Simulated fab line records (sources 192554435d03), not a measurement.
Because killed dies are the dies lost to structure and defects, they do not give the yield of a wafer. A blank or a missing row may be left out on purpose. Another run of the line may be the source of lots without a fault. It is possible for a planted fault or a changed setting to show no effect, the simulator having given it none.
Chamber matching ; flow n5 finfet ; rie diel-02 running N5_FIN_SAQP_SPACER2_ETCHBACK_29: 3 sister chambers
The step etches SiO2 in CHF3/O2, target depth 12.2 nm, time 6.1 s. 3 wafers are shown with their chamber, then 5 later ones without.

== WAFERS, EACH WITH ITS CHAMBER ==
wafer;chamber;showerhead plenum p Torr (Torr)
L085.6;3;2.50
L090.2;1;2.34
L090.3;2;2.29

== WAFERS MISSING THEIR CHAMBER ==
wafer;showerhead plenum p Torr (Torr)
L095.2;2.50
L095.3;2.29
L095.5;2.34
L096.1;2.29
L096.3;2.49

== WHICH CHAMBER EACH ONE RAN IN ==
wafer;from the rows above;in truth
L095.2;3;3
L095.3;2;2
L095.5;1;1
L096.1;2;2
L096.3;3;3
5 of 5 placed correctly. Number that these rows cannot place: 0. Number placed wrongly: 0.
How it was worked out, from the rows above alone: a wafer's distance from a chamber is the root of the sum, over the readings, of the square of ((its reading less the chamber's mean) divided by the reading's scatter). The wafer belongs to the nearest chamber; if the next one is less than 2 further off, it can't be placed. A chamber's mean is the mean of its shown wafers. The scatter (one wafer shown for each chamber): square how far every hidden wafer sits from the nearest shown wafer, average those squares and take the square root.
